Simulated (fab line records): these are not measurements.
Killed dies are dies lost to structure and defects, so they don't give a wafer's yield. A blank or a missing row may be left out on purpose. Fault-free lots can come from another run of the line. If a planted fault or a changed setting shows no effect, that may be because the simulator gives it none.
Split-lot study :: flow n5 finfet :: route with 1938 steps; 7 lots, 21 wafers read

## ON THE SPLIT
At N5_BEOL_M12_SPUTTER_44 (material Ta, target thk 10 nm, time 16.13 s), the setting time s was moved away from the recipe's 16.13 s on 6 of the 21 wafers read, by -14.7% to +13.1%. The other wafers ran this setting at the recipe's value.

The reading comes from the split's own step.

## THE READING
Ta_of_BEOL_M12_SPUTTER_44.thk nm (the simulator's own value, which no gauge read), in nm, at N5_BEOL_M12_SPUTTER_44 (material Ta, target thk 10 nm, time 16.13 s). There is no usual value for it anywhere in the file. Here, 15 wafers ran the recipe; their average is 10.0 nm with a standard deviation of 0.18 nm.

wafer: L074.2
tool, chamber at the split: pvd sputter-01, -
time s as run, s: 14.38
against the recipe: -10.8%
Ta_of_BEOL_M12_SPUTTER_44.thk nm, nm: 9
against lot-mates on the recipe: -1.2

wafer: L074.5
tool, chamber at the split: pvd sputter-01, -
time s as run, s: 14.38
against the recipe: -10.8%
Ta_of_BEOL_M12_SPUTTER_44.thk nm, nm: 8.8
against lot-mates on the recipe: -1.4

wafer: L074.6
tool, chamber at the split: pvd sputter-01, -
time s as run, s: 16.13
against the recipe: recipe
Ta_of_BEOL_M12_SPUTTER_44.thk nm, nm: 10.2
against lot-mates on the recipe: -

wafer: L076.2
tool, chamber at the split: pvd sputter-01, -
time s as run, s: 14.64
against the recipe: -9.2%
Ta_of_BEOL_M12_SPUTTER_44.thk nm, nm: 9.2
against lot-mates on the recipe: -0.8

wafer: L076.3
tool, chamber at the split: pvd sputter-01, -
time s as run, s: 16.13
against the recipe: recipe
Ta_of_BEOL_M12_SPUTTER_44.thk nm, nm: 10
against lot-mates on the recipe: -

wafer: L076.5
tool, chamber at the split: pvd sputter-01, -
time s as run, s: 14.64
against the recipe: -9.2%
Ta_of_BEOL_M12_SPUTTER_44.thk nm, nm: 8.8
against lot-mates on the recipe: -1.2

wafer: L078.1
tool, chamber at the split: pvd sputter-02, -
time s as run, s: 16.13
against the recipe: recipe
Ta_of_BEOL_M12_SPUTTER_44.thk nm, nm: 10.2
against lot-mates on the recipe: -

wafer: L078.2
tool, chamber at the split: pvd sputter-02, -
time s as run, s: 16.13
against the recipe: recipe
Ta_of_BEOL_M12_SPUTTER_44.thk nm, nm: 10.2
against lot-mates on the recipe: -

wafer: L078.6
tool, chamber at the split: pvd sputter-02, -
time s as run, s: 16.13
against the recipe: recipe
Ta_of_BEOL_M12_SPUTTER_44.thk nm, nm: 10.2
against lot-mates on the recipe: -

wafer: L085.4
tool, chamber at the split: pvd sputter-02, -
time s as run, s: 16.13
against the recipe: recipe
Ta_of_BEOL_M12_SPUTTER_44.thk nm, nm: 10
against lot-mates on the recipe: -

wafer: L085.5
tool, chamber at the split: pvd sputter-02, -
time s as run, s: 16.13
against the recipe: recipe
Ta_of_BEOL_M12_SPUTTER_44.thk nm, nm: 10
against lot-mates on the recipe: -

wafer: L085.6
tool, chamber at the split: pvd sputter-02, -
time s as run, s: 16.13
against the recipe: recipe
Ta_of_BEOL_M12_SPUTTER_44.thk nm, nm: 10.2
against lot-mates on the recipe: -

wafer: L089.3
tool, chamber at the split: pvd sputter-03, -
time s as run, s: 16.13
against the recipe: recipe
Ta_of_BEOL_M12_SPUTTER_44.thk nm, nm: 10.2
against lot-mates on the recipe: -

wafer: L089.5
tool, chamber at the split: pvd sputter-03, -
time s as run, s: 16.13
against the recipe: recipe
Ta_of_BEOL_M12_SPUTTER_44.thk nm, nm: 10.2
against lot-mates on the recipe: -

wafer: L089.4
tool, chamber at the split: pvd sputter-03, -
time s as run, s: 18.25
against the recipe: +13.1%
Ta_of_BEOL_M12_SPUTTER_44.thk nm, nm: 11.4
against lot-mates on the recipe: +1.2

wafer: L092.3
tool, chamber at the split: pvd sputter-01, -
time s as run, s: 16.13
against the recipe: recipe
Ta_of_BEOL_M12_SPUTTER_44.thk nm, nm: 9.6
against lot-mates on the recipe: -

wafer: L092.4
tool, chamber at the split: pvd sputter-01, -
time s as run, s: 16.13
against the recipe: recipe
Ta_of_BEOL_M12_SPUTTER_44.thk nm, nm: 9.8
against lot-mates on the recipe: -

wafer: L092.6
tool, chamber at the split: pvd sputter-01, -
time s as run, s: 16.13
against the recipe: recipe
Ta_of_BEOL_M12_SPUTTER_44.thk nm, nm: 9.8
against lot-mates on the recipe: -

wafer: L094.1
tool, chamber at the split: pvd sputter-01, -
time s as run, s: 16.13
against the recipe: recipe
Ta_of_BEOL_M12_SPUTTER_44.thk nm, nm: 10
against lot-mates on the recipe: -

wafer: L094.6
tool, chamber at the split: pvd sputter-01, -
time s as run, s: 16.13
against the recipe: recipe
Ta_of_BEOL_M12_SPUTTER_44.thk nm, nm: 10
against lot-mates on the recipe: -

wafer: L094.2
tool, chamber at the split: pvd sputter-01, -
time s as run, s: 13.76
against the recipe: -14.7%
Ta_of_BEOL_M12_SPUTTER_44.thk nm, nm: 8.6
against lot-mates on the recipe: -1.4

THE FIT
A straight line over all 21 wafers: Ta_of_BEOL_M12_SPUTTER_44.thk nm changes by +0.104 nm for each +1% of time s; r = +0.96; the points scatter about the line by 0.18 nm.
The same after taking each lot's own level away (the mean of its wafers on the recipe; 21 wafers): +0.103 nm for each +1%; r = +0.98; scatter 0.11 nm.
Per that fit: largest time s move, reading shift of 1.5 nm.
Measured against the standard deviation above, the lots' own levels, which go from 9.73 to 10.20 nm, span 2.6 times it.
Consequently the slope shifts little with the lot-to-lot level, the two slopes agreeing.
Check: -1.59 nm against its lot-mates is what the line predicts for one of the wafers moved furthest among these (-14.7%) when that wafer is left out of the fit. Against them it came out at -1.4 nm.

## THE OTHER SPLITS THESE WAFERS WENT THROUGH
Before the reading, these wafers also passed through other splits. Each is held against what the fit with the lots' levels taken away leaves over:
other split on the same wafers: N5_BEOL_M9_ALD_74 ald cycles
wafers away from the commonest value: 8
r with Ta_of_BEOL_M12_SPUTTER_44.thk nm (lot level and that fit taken away): +0.12

other split on the same wafers: N5_BEOL_M10_VIA_ETCH_34 source w
wafers away from the commonest value: 9
r with Ta_of_BEOL_M12_SPUTTER_44.thk nm (lot level and that fit taken away): -0.18

other split on the same wafers: N5_BEOL_M10_ETCH_41 source w
wafers away from the commonest value: 8
r with Ta_of_BEOL_M12_SPUTTER_44.thk nm (lot level and that fit taken away): +0.30

other split on the same wafers: N5_BEOL_M12_COAT_04 spin rpm
wafers away from the commonest value: 10
r with Ta_of_BEOL_M12_SPUTTER_44.thk nm (lot level and that fit taken away): -0.03

other split on the same wafers: N5_BEOL_M12_PEB_08 peb time s
wafers away from the commonest value: 3
r with Ta_of_BEOL_M12_SPUTTER_44.thk nm (lot level and that fit taken away): +0.05

## THE FILE'S OWN FIT
Ta_of_BEOL_M12_SPUTTER_44.thk nm changes by +0.101 nm for each +1% of time s, r = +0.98.
